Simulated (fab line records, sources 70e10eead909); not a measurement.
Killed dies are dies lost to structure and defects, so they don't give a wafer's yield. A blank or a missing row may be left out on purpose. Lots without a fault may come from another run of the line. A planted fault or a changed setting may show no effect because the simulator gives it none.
fab line records | flow nand_harc
record lots=7 wafers=18 last_day=34
route steps=1302 shown A_SLIT@940 A_SIN_REMOVE@947 A_WL_FILL@952 END@1302
lots that met no fault: from a run of the same line without faults
start_h: hours from the record's first day to the start of the lot's first wafer shown | wait_h: hours since the lot's step before | " the same as in the row above | L1.1+2: a row that stands for several wafers | - no value, or no start given | * or withheld: withheld | < > ~ a bound
route shown NAME@n: a module of which the file shows steps, and the number in the route of the first | usual: mean/standard deviation of fault-free wafers | same: alike in all rows | chamber/n: place in a boat | sites: the reading at each site | _std_site: their standard deviation | _edge_site: outer sites' mean less inner sites' | radius_mm: how far each site lies from the wafer's centre | mask NAME#n: copy n | behind: the tool/chamber that last shaped the wafer | hold: why the lot was held/for how many hours/how that ended | device: the transistor (n, p or np) that didn't switch | end of line: the same wafers' tests at the end of the route | a step without rows: its recipe alone | killed: dies lost to structure and defects at the first sort, not the wafer's yield | map: a wafer's dies, x killed, . not, _ none there
set.NAME: the setting as run; set.NAME@STEP: as run at that earlier step | model.NAME: the simulator's own value behind a step, which no gauge read
lots at some steps of the route; a table a step, a row a wafer
services: from which hour (start_h, from the record's first day; less than 0 if before it) a tool's chamber was out of use, for how many hours, and why
## steps
# step NHARC_A_SLIT_ETCH_26
# recipe bias_v=400 source_w=2000 pressure_mtorr=25 time_s=90 ar_flow_sccm=375 c4f8_flow_sccm=41.7 o2_flow_sccm=83.3 target_depth_a=4000 chemistry=C4F8/O2/Ar
# usual drypump_motor_current_A=6.0/0.32 oes_air_line_au=1.001/0.022 showerhead_plenum_p_Torr=3.74/0.12 throttle_valve_pct=27.619/0.0089
# columns lot.wafer tool chamber start_h wait_h drypump_motor_current_A oes_air_line_au rf_hours_counter_h showerhead_plenum_p_Torr throttle_valve_pct
L945.1 har_etch-01 0 516.55 3.0 5.9 1.024 282 3.67 27.610
L945.2 " 1 " " 5.8 1.004 282 3.67 27.637
L945.6 " 0 " " 5.9 0.993 - 3.67 27.630
L946.2 har_etch-01 1 524.08 3.0 5.8 1.020 286 3.67 27.620
L946.4 " 1 " " 5.8 1.031 - 3.66 27.611
L948.2 har_etch-02 1 524.62 3.0 5.7 1.004 80 3.90 27.629
L948.4 " 1 " " 5.7 0.998 - 3.90 27.622
L947.2 har_etch-01 0 547.28 3.0 5.9 1.030 298 3.66 27.618
L947.5 " 1 " " 5.8 1.001 - 3.66 27.618
L950.2 har_etch-01 0 561.46 2.5 5.9 0.975 309 3.65 27.616
L950.4 " 1 " " 5.8 0.991 - 3.65 27.621
L950.5 " 0 " " 5.9 0.994 - 3.65 27.614
L960.2 har_etch-02 0 657.09 3.0 6.6 1.012 157 3.89 27.621
L960.6 " 0 " " 6.6 1.003 - 3.89 27.609
L960.5 " 1 " " 5.7 0.973 - 3.86 27.619
L963.3 har_etch-02 0 686.56 1.9 6.6 0.982 - 3.88 27.625
L963.4 " 1 " " 5.7 1.009 - 3.85 27.629
L963.6 " 1 " " 5.7 0.987 - 3.85 27.614
# step NHARC_A_SLIT_STRIP_28
# recipe o2_flow_sccm=400 cos_flow_sccm=20 ar_flow_sccm=0 bias_w=0 chemistry=O2/COS
# step NHARC_A_SLIT_ETCH_29
# recipe target_depth_a=1000 overetch_a=100 time_s=55 ion_energy_ev=100 cf4_flow_sccm=80 o2_flow_sccm=20 ar_flow_sccm=0 rf_w=300 bias_w=100 chemistry=CF4/O2
# usual drypump_motor_current_A=5.89/0.3 oes_product_au=0.997/0.0086 rf_vpp_V=197.6/1.6 showerhead_plenum_p_Torr=1.33/0.064 throttle_valve_pct=13.397/0.0092
# columns lot.wafer tool chamber start_h wait_h drypump_motor_current_A oes_product_au rf_hours_counter_h rf_vpp_V showerhead_plenum_p_Torr throttle_valve_pct
L945.1 rie_diel-12 2 517.44 0.1 5.60 1.003 3 198.5 1.34 13.399
L945.2 " 0 " " 5.91 1.004 4 197.1 1.26 13.388
L945.6 " 3 " " 5.79 1.002 - 195.8 1.24 13.390
L946.2 rie_diel-12 3 524.96 0.1 5.80 0.996 4 197.5 1.24 13.405
L946.4 " 0 " " 5.94 0.997 5 195.1 1.26 13.416
L948.2 rie_diel-12 2 525.51 0.1 5.59 0.996 4 199.1 1.34 13.392
L948.4 " 3 " " 5.78 0.996 4 195.2 1.24 13.415
L947.2 rie_diel-10 3 548.17 0.1 6.10 0.999 9 196.7 1.35 13.387
L947.5 " 0 " " 6.18 0.993 - 196.8 1.35 13.402
L950.2 rie_diel-10 2 562.31 0.1 5.95 0.996 8 198.4 1.39 13.408
L950.4 " 1 " " 6.06 1.004 9 195.5 1.25 13.382
L950.5 " 2 " " 6.00 1.002 - 199.7 1.39 13.389
L960.2 rie_diel-12 1 657.99 0.1 6.22 0.999 2 195.6 1.26 13.413
L960.6 " 2 " " 5.60 0.991 - 198.1 1.34 13.380
L960.5 " 3 " " 5.77 1.000 - 195.8 1.24 13.401
L963.3 rie_diel-04 2 687.42 0.1 5.65 0.987 8 198.4 1.37 13.395
L963.6 " 1 " " 5.40 1.004 - 198.8 1.42 13.377
L963.4 " 2 " " 5.63 1.000 - 198.1 1.37 13.398
# step NHARC_A_SLIT_STRIP_18
# recipe o2_flow_sccm=500 ar_flow_sccm=0 bias_w=0 chemistry=O2
# usual drypump_motor_current_A=5.91/0.29 oes_product_au=0.996/0.0089 rf_vpp_V=57.8/0.88 showerhead_plenum_p_Torr=3.51/0.16 throttle_valve_pct=17.036/0.0091
# columns lot.wafer tool chamber start_h wait_h drypump_motor_current_A oes_product_au rf_hours_counter_h rf_vpp_V showerhead_plenum_p_Torr throttle_valve_pct
L945.2 rie_diel-12 0 - - 5.98 1.004 4 57.8 3.34 17.056
L945.1 " 2 " " 5.61 0.994 3 58.2 3.55 17.037
L945.6 " 1 " " 6.22 0.976 - 57.9 3.35 17.034
L946.2 rie_diel-12 2 - - 5.60 1.001 4 57.1 3.54 17.042
L946.4 " 1 " " 6.21 0.986 5 58.1 3.35 17.027
L948.2 rie_diel-12 3 - - 5.78 0.990 4 59.3 3.29 17.042
L948.4 " 0 " " 6.01 1.004 5 58.4 3.34 17.040
L947.2 rie_diel-10 1 - - 6.09 1.006 7 57.6 3.32 17.028
L947.5 " 2 " " 6.04 1.001 - 58.7 3.67 17.035
L950.2 rie_diel-10 3 - - 6.10 1.013 9 56.3 3.56 17.043
L950.4 " 0 " " 6.21 0.992 10 58.2 3.56 17.037
L950.5 " 2 " " 6.00 0.994 - 57.9 3.67 17.039
L960.2 rie_diel-12 1 - - 6.20 0.998 2 57.2 3.34 17.039
L960.6 " 2 " " 5.59 0.993 - 59.2 3.54 17.038
L960.5 " 3 " " 5.79 0.995 - 56.7 3.29 17.031
L963.3 rie_diel-04 2 - - 5.67 0.994 8 57.6 3.62 17.014
L963.6 " 3 " " 6.49 0.976 - 58.1 3.76 17.031
L963.4 " 2 " " 5.66 0.980 - 57.1 3.62 17.046
# step NHARC_A_SLIT_PRECLEAN_19
# recipe time_s=* temp_c=50 bath_age_min=0 chemistry=SC1
# step NHARC_A_SLIT_SRD_20
# step NHARC_A_SLIT_CD_MEAS_21
# usual cd_nm=289.4/1
# columns lot.wafer tool chamber start_h wait_h cd_nm
L945.1 cd_sem-03 - 517.97 - 289.5
L945.2 " - " " 289.1
L945.6 " - " " 288.6
L946.2 cd_sem-02 - 525.49 - 287.7
L946.4 " - " " 288.7
L948.2 cd_sem-01 - 526.04 - 288.7
L948.4 " - " " 288.7
L947.2 cd_sem-02 - 548.71 - 287.5
L947.5 " - " " 287.3
L950.2 cd_sem-01 - 562.84 - 289.6
L950.4 " - " " 290.0
L950.5 " - " " 290.3
L960.2 cd_sem-01 - 658.51 - 291.1
L960.5 " - " " 289.4
L960.6 " - " " 290.7
L963.3 cd_sem-02 - 688.50 - 289.1
L963.4 " - " " 288.8
L963.6 " - " " 289.3
# step NHARC_A_SIN_REMOVE_WET_00
# recipe temp_c=160 time_s=15300 chemistry=H3PO4
# step NHARC_A_SIN_REMOVE_PRECLEAN_01
# recipe time_s=* temp_c=50 bath_age_min=0 chemistry=SC1
# step NHARC_A_SIN_REMOVE_SRD_02
# step NHARC_A_SIN_REMOVE_INSPECT_04
# usual raw_defect_count=376/98
# columns lot.wafer tool chamber start_h wait_h raw_defect_count
L945.1 defect_inspect-01 - 524.57 0.0 332
L945.2 " - " " 356
L945.6 " - " " 337
L948.2 defect_inspect-02 - 532.10 0.0 323
L948.4 " - " " 299
L946.2 defect_inspect-01 - 532.10 0.0 326
L946.4 " - " " 336
L947.2 defect_inspect-02 - 555.38 0.0 382
L947.5 " - " " 480
L950.2 defect_inspect-01 - 569.43 0.0 651
L950.4 " - " " 629
L950.5 " - " " 723
L960.2 defect_inspect-02 - 665.19 0.0 264
L960.5 " - " " 218
L960.6 " - " " 269
L963.3 defect_inspect-02 - 695.15 0.0 362
L963.4 " - " " 342
L963.6 " - " " 416
# step NHARC_A_WL_FILL_ALD_00
# recipe target_thk_a=30 pulse_time_s=3 ald_cycles=30 temp_c=300 material=Al2O3
# usual ald_cycles=30/0 heater_power_w=471/52 precursor_pulse_height_rel=1.000/0.021
# columns lot.wafer tool chamber start_h wait_h ald_cycles heater_power_w precursor_pulse_height_rel
L945.1 ald_hk-02 1 524.63 0.1 30 483 0.995
L945.2 " 3 " " 30 450 0.976
L945.6 " 2 " " 30 479 1.003
L948.4 ald_hk-01 3 532.27 0.2 30 453 1.011
L948.2 " 0 " " 41 416 1.005
L946.2 ald_hk-01 3 532.49 0.4 41 449 1.018
L946.4 " 0 " " 30 415 1.014
L947.2 ald_hk-01 2 555.47 0.1 41 539 0.993
L947.5 " 2 " " 41 538 0.993
L950.2 ald_hk-02 2 569.49 0.1 30 475 0.984
L950.4 " 1 " " 30 508 1.003
L950.5 " 3 " " 30 474 1.022
L960.2 ald_hk-01 3 665.32 0.1 30 436 1.011
L960.6 " 1 " " 30 429 1.018
L960.5 " 2 " " 30 544 0.976
L963.3 ald_hk-01 2 695.27 0.1 30 551 0.962
L963.4 " 3 " " 30 437 0.976
L963.6 " 0 " " 30 435 0.995
# step NHARC_A_WL_FILL_RTA_01
# recipe temp_c=1000 time_s=5
# usual lamp_power_pct=30.8/2 wafer_temp_C_max=1003.1/0.79
# columns lot.wafer tool chamber start_h wait_h lamp_power_pct wafer_temp_C_max
L945.1 rtp_anneal-01 0 524.89 - 28.7 1001.9
L945.2 " 0 " " 28.7 1002.2
L945.6 " 0 " " 28.6 1002.3
L948.2 rtp_anneal-02 0 532.62 0.2 32.7 1003.3
L948.4 " 0 " " 32.6 1003.4
L946.2 rtp_anneal-01 0 532.95 0.4 28.7 1001.7
L946.4 " 0 " " 28.6 1002.6
L947.2 rtp_anneal-01 0 555.74 - 28.7 1002.1
L947.5 " 0 " " 28.7 1002.3
L950.2 rtp_anneal-02 0 569.94 0.4 32.7 1003.7
L950.4 " 0 " " 32.6 1003.1
L950.5 " 0 " " 32.7 1003.8
L960.2 rtp_anneal-01 0 665.56 - 28.6 1002.1
L960.5 " 0 " " 28.7 1002.5
L960.6 " 0 " " 28.6 1003.2
L963.3 rtp_anneal-01 0 695.53 - 28.7 1002.6
L963.4 " 0 " " 28.7 1002.4
L963.6 " 0 " " 28.7 1002.7
# step NHARC_END_SORT_01
# recipe temp_c=25
# usual killed_at_array=55/17 killed_at_other=1.1/1.6 killed_at_periphery=3.8/2.5 killed_dies=60/18 killed_open=3.3/1.9 killed_short=2.5/1.7
# same gross_dies=677
# columns lot.wafer tool chamber start_h wait_h killed_at_array killed_at_other killed_at_periphery killed_dies killed_open killed_short
L945.1 prober-02 0 624.47 2.5 68 1 1 70 0 4
L945.2 prober-02 0 625.27 2.8 72 0 2 74 2 0
L945.6 prober-02 0 628.48 4.0 64 1 1 66 3 4
L948.2 prober-01 0 625.27 2.8 47 0 1 48 2 8
L948.4 prober-01 0 626.85 3.4 30 2 0 32 0 0
L946.2 prober-01 0 633.02 2.8 51 1 6 58 5 4
L946.4 prober-01 0 634.60 3.4 55 0 1 56 3 4
L950.2 prober-01 0 668.46 2.8 34 0 4 38 4 0
L950.4 prober-01 0 670.08 3.4 54 1 5 60 5 1
L950.5 prober-01 0 670.89 3.7 31 1 3 35 5 2
L960.2 prober-02 0 765.76 2.8 43 2 1 46 1 6
L960.5 prober-02 0 768.15 3.7 26 0 5 31 5 2
L960.6 prober-02 0 768.95 4.0 33 0 6 39 1 3
# killed by level:class
L945.1 A_CHANNEL_HOLE_D1:chamber_film_flake=31 A_SLIT:chamber_film_flake=18 A_DECK1_JOINT:chamber_film_flake=5 A_CHANNEL_HOLE_D2:chamber_film_flake=5 A_STAIRCASE:chamber_film_flake=2 A_BLC:chamber_film_flake=2 A_CHANNEL_FILL_D1:geometric_particle:short=1 A_DECK1_JOINT:geometric_particle:short=1
L945.2 A_CHANNEL_HOLE_D1:chamber_film_flake=27 A_SLIT:chamber_film_flake=27 A_CHANNEL_HOLE_D2:chamber_film_flake=7 A_BLC:chamber_film_flake=3 P_ZERO_WELL:chamber_film_flake=2 A_DECK1_JOINT:chamber_film_flake=2 A_CHANNEL_HOLE_D1:geometric_particle:open=1 A_M0:geometric_particle:open=1
L948.2 A_CHANNEL_HOLE_D2:chamber_film_flake=10 A_M1:chamber_film_flake=8 A_CHANNEL_HOLE_D1:chamber_film_flake=7 A_CONTACT:chamber_film_flake=7 A_DECK1_JOINT:chamber_film_flake=3 A_CHANNEL_FILL_D2:geometric_particle:short=2 P_M1:geometric_particle:short=1 A_SOURCE_PLATE:geometric_particle:open=1
L948.4 A_CHANNEL_HOLE_D2:chamber_film_flake=16 A_M1:chamber_film_flake=5 A_CONTACT:chamber_film_flake=4 A_WL_FILL:chamber_film_flake=2 A_CHANNEL_HOLE_D1:chamber_film_flake=1 A_SLIT:chamber_film_flake=1 A_BLC:chamber_film_flake=1 THIN_TSV:chamber_film_flake=1
L945.6 A_CHANNEL_HOLE_D1:chamber_film_flake=30 A_SLIT:chamber_film_flake=13 A_CHANNEL_HOLE_D2:chamber_film_flake=9 A_STAIRCASE:chamber_film_flake=3 P_M1:geometric_particle:open=1 A_SOURCE_PLATE:geometric_particle:open=1 A_ONON_D1:geometric_particle:open=1 A_ONON_D1:geometric_particle:short=1
L946.2 A_CHANNEL_HOLE_D2:chamber_film_flake=22 A_SLIT:chamber_film_flake=19 P_ZERO_WELL:chamber_film_flake=2 P_GATE:geometric_particle:short=1 P_GATE:geometric_particle:open=1 P_M1:geometric_particle:short=1 P_M2:geometric_particle:open=1 A_SOURCE_PLATE:geometric_particle:open=1
L946.4 A_CHANNEL_HOLE_D2:chamber_film_flake=23 A_SLIT:chamber_film_flake=17 A_CHANNEL_HOLE_D1:chamber_film_flake=2 A_M1:chamber_film_flake=2 A_CHANNEL_HOLE_D1:geometric_particle:open=1 A_CHANNEL_FILL_D1:geometric_particle:open=1 A_DECK1_JOINT:geometric_particle:open=1 A_ONON_D2:geometric_particle:short=1
L950.2 A_SLIT:chamber_film_flake=11 A_CHANNEL_HOLE_D2:chamber_film_flake=6 A_CONTACT:chamber_film_flake=6 A_DECK1_JOINT:chamber_film_flake=3 A_STAIRCASE:chamber_film_flake=3 P_GATE:chamber_film_flake=2 A_ZERO_WELL:chamber_film_flake=2 P_CONTACT:geometric_particle:open=1
L950.4 A_SLIT:chamber_film_flake=23 A_CHANNEL_HOLE_D2:chamber_film_flake=14 A_CONTACT:chamber_film_flake=6 P_GATE:chamber_film_flake=5 A_ONON_D2:geometric_particle:open=2 A_CHANNEL_HOLE_D1:chamber_film_flake=2 A_ONON_D1:geometric_particle:open=1 A_DECK1_JOINT:geometric_particle:open=1
L950.5 A_SLIT:chamber_film_flake=14 A_CHANNEL_HOLE_D2:chamber_film_flake=4 A_CONTACT:chamber_film_flake=4 P_CONTACT:geometric_particle:open=2 A_STAIRCASE:chamber_film_flake=2 A_CHANNEL_FILL_D1:geometric_particle:short=1 A_ONON_D2:geometric_particle:open=1 A_ONON_D2:geometric_particle:short=1
L960.2 A_CHANNEL_HOLE_D1:chamber_film_flake=20 A_SLIT:chamber_film_flake=7 A_CONTACT:chamber_film_flake=3 A_M0:chamber_film_flake=3 THIN_TSV:chamber_film_flake=2 A_ONON_D1:geometric_particle:short=1 A_CHANNEL_FILL_D1:geometric_particle:short=1 A_ONON_D2:geometric_particle:short=1
L960.5 A_CHANNEL_HOLE_D1:chamber_film_flake=12 P_CONTACT:chamber_film_flake=4 A_SLIT:chamber_film_flake=4 A_CONTACT:chamber_film_flake=3 A_ONON_D2:geometric_particle:open=2 P_M2:geometric_particle:open=1 A_ONON_D2:geometric_particle:short=1 A_CHANNEL_HOLE_D2:geometric_particle:short=1
L960.6 A_CHANNEL_HOLE_D1:chamber_film_flake=11 A_SLIT:chamber_film_flake=9 P_CONTACT:chamber_film_flake=5 A_CONTACT:chamber_film_flake=5 A_WL_FILL:geometric_particle:short=3 A_M0:chamber_film_flake=3 A_M0:geometric_particle:open=1 P_GATE:chamber_film_flake=1
## services
# columns tool chamber start_h hours kind
rie_diel-12 0 503.40 - clean
rie_diel-12 1 503.40 - clean
rie_diel-12 2 503.40 - clean
rie_diel-12 3 503.40 - clean
rie_diel-12 - 512.49 0.4 repair
rie_diel-10 2 523.57 7.0 repair
rie_diel-12 0 527.90 - clean
rie_diel-12 1 527.90 - clean
rie_diel-12 2 527.90 - clean
rie_diel-12 3 527.90 - clean
ald_hk-02 - 531.80 10.0 pm
rie_diel-04 - 531.99 9.0 pm
rie_diel-12 2 549.42 5.1 repair
rie_diel-12 0 552.40 - clean
rie_diel-12 1 552.40 - clean
rie_diel-04 1 561.06 3.0 repair
rie_diel-10 - 581.45 0.2 repair
rie_diel-04 - 583.21 1.2 repair
rie_diel-10 - 596.50 9.0 pm
rie_diel-12 0 605.56 8.4 repair
rie_diel-12 - 622.40 9.0 pm
ald_hk-01 - 652.00 10.0 pm
rie_diel-04 2 663.02 22.0 repair
rie_diel-04 0 683.46 8.5 repair
## key
first_sign step=NHARC_A_WL_FILL_ALD_00 reading=ald_cycles direction=up sigmas=99+ usual=30 struck=41
effect none on later readings
met_at NHARC_A_WL_FILL_ALD_00
struck_wafers L946.2,L947.2,L947.5,L948.2
tester_left_out L946,L947,L948
fault kind=process_parameter_drift tool=ald_hk-01 chamber=- onset_h=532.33 steps=NHARC_A_WL_FILL_ALD_00 channel=ald_cycles offset=11 shape=step end_h=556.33 scope=struck_wafers_only acts_in=these_recipes_only stated=30
# tester_left_out: of these lots the tester's yield and bins aren't shown, on N5 and GAA mostly nor the transistor test; their killed dies are dies lost to structure and defects alone, not to doping, threshold or leakage, so they don't give the yield
